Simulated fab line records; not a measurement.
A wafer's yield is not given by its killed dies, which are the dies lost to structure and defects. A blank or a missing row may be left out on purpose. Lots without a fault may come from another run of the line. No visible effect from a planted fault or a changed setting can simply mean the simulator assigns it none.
Check of tool commonality -- flow nandHarc -- Sample size 12 lots and 39 wafers

WHY THIS WAS OPENED
Flagged at NHARC_P_ZERO_WELL_CD_MEAS_37: reading cdNm, on 1 of 12 lots. No-fault wafers: 719.8 nm, standard deviation 1.9.
Rule: a lot is flagged in two cases, either no wafer of it has a number, or all its wafers with numbers fall more than 4 standard deviations from that mean. The other lots count as sound.

lot,measured,on,"cdNm (nm), wafer by wafer",flag
L950,day 2 03:52,cdSem-02,720.5 719.9 717.0,
L954,day 3 16:08,cdSem-01,751.5 750.1 754.6 752.3 750.2 754.4,FLAGGED
L956,day 4 12:01,cdSem-03,720.9 720.0 718.7,
L963,day 7 10:09,cdSem-03,719.1 717.6 721.3,
L966,day 8 16:40,cdSem-02,718.9 723.2 720.6,
L967,day 9 02:01,cdSem-01,721.5 719.2 720.9,
L968,day 9 12:06,cdSem-02,721.8 723.5 717.0,
L969,day 9 22:06,cdSem-01,717.1 719.0 720.6,
L970,day 10 08:07,cdSem-01,720.3 719.0 721.5,
L971,day 10 18:07,cdSem-01,717.0 718.4 716.7,
L972,day 11 04:15,cdSem-03,720.5 721.4 719.5,
L973,day 11 14:14,cdSem-02,718.6 721.6 720.7,
Average over the flagged lots: 752.2 nm; offset from the usual +32.4 nm, equal to +17 standard deviations.

WHICH TOOL EACH LOT WENT THROUGH
2 process steps preceding the reading are held in the record, out of 1302 steps in the route. Each cell gives the tool, then ch followed by the chambers the sampled wafers passed through, then the start.
lot,flag,NHARC_P_ZERO_WELL_ETCH_62,NHARC_P_ZERO_WELL_EXPOSE_34
L950,,"rieDiel-02 ch 0,1, day 2 03:43 or earlier","krfScanner-02 ch 0, day 2 03:43"
L954,FLAGGED,"rieDiel-02 ch 0,1, day 3 15:59 or earlier","krfScanner-02 ch 0, day 3 15:59"
L956,,"rieDiel-02 ch 0,1,3, day 4 11:52 or earlier","krfScanner-02 ch 0, day 4 11:52"
L963,,"rieDiel-04 ch 0,1,3, day 7 10:00 or earlier","krfScanner-04 ch 0, day 7 10:00"
L966,,"rieDiel-13 ch 0,3, day 8 16:31 or earlier","krfScanner-02 ch 0, day 8 16:31"
L967,,"rieDiel-02 ch 1,2, day 9 01:51 or earlier","krfScanner-02 ch 0, day 9 01:51"
L968,,"rieDiel-02 ch 0,1,3, day 9 11:56 or earlier","krfScanner-02 ch 0, day 9 11:56"
L969,,"rieDiel-13 ch 0,1, day 9 21:56 or earlier","krfScanner-01 ch 0, day 9 21:56"
L970,,"rieDiel-13 ch 0,1, day 10 07:58 or earlier","krfScanner-02 ch 0, day 10 07:58"
L971,,"rieDiel-02 ch 0,2,3, day 10 17:58 or earlier","krfScanner-01 ch 0, day 10 17:58"
L972,,"rieDiel-04 ch 0,2,3, day 11 04:06 or earlier","krfScanner-04 ch 0, day 11 04:06"
L973,,"rieDiel-13 ch 2,3, day 11 14:05 or earlier","krfScanner-02 ch 0, day 11 14:05"
What is done by these steps:
- NHARC_P_ZERO_WELL_ETCH_62: etches the open film in CHF3/Ar, target depth 13 nm, time 6.5 s.
- NHARC_P_ZERO_WELL_EXPOSE_34: exposes mask P PWELL, target cd 720 nm.
- NHARC_P_ZERO_WELL_CD_MEAS_37: target cd 720 nm.

FLAGGED AGAINST TOTAL, ONE TOOL AT A TIME (gauges that did the reading follow at the end)
step,tool,lots run,flagged,share of the flagged lots,sound lots run after its first flagged lot
NHARC_P_ZERO_WELL_ETCH_62,rieDiel-02,6,1,all,"4 (L956,L967,L968,L971)"
NHARC_P_ZERO_WELL_ETCH_62,rieDiel-04,2,0,none,-
NHARC_P_ZERO_WELL_ETCH_62,rieDiel-13,4,0,none,-
NHARC_P_ZERO_WELL_EXPOSE_34,krfScanner-01,2,0,none,-
NHARC_P_ZERO_WELL_EXPOSE_34,krfScanner-02,8,1,all,"6 (L956,L966,L967,L968,L970,L973)"
NHARC_P_ZERO_WELL_EXPOSE_34,krfScanner-04,2,0,none,-
NHARC_P_ZERO_WELL_CD_MEAS_37,cdSem-01,5,1,all,"4 (L967,L969,L970,L971)"
NHARC_P_ZERO_WELL_CD_MEAS_37,cdSem-02,4,0,none,-
NHARC_P_ZERO_WELL_CD_MEAS_37,cdSem-03,3,0,none,-
Because NHARC_P_ZERO_WELL_ETCH_62 lacks a start for some lots, the hours and order of its lots are taken from NHARC_P_ZERO_WELL_EXPOSE_34.

WHAT THE TABLE ALLOWS
3 rows of the table ran every flagged lot: rieDiel-02 at NHARC_P_ZERO_WELL_ETCH_62, krfScanner-02 at NHARC_P_ZERO_WELL_EXPOSE_34, cdSem-01 at NHARC_P_ZERO_WELL_CD_MEAS_37.
- rieDiel-02 at NHARC_P_ZERO_WELL_ETCH_62: 1 of its 6 lots flagged. Lots that were sound ran on it after the first flagged one (L956, L967, L968, L971); a persistent fault on the entire tool would not allow that.
- krfScanner-02 at NHARC_P_ZERO_WELL_EXPOSE_34: 1 of its 8 lots flagged. Lots that were sound ran on it after the first flagged one (L956, L966, L967, L968, L970, L973); a persistent fault on the entire tool would not allow that.
- cdSem-01 at NHARC_P_ZERO_WELL_CD_MEAS_37: 1 of its 5 lots flagged. Lots that were sound ran on it after the first flagged one (L967, L969, L970, L971); a persistent fault on the entire tool would not allow that.
Not one row of the table ran every flagged lot while running no sound lot after the first.

WHAT THE SIMULATOR HAD INSERTED
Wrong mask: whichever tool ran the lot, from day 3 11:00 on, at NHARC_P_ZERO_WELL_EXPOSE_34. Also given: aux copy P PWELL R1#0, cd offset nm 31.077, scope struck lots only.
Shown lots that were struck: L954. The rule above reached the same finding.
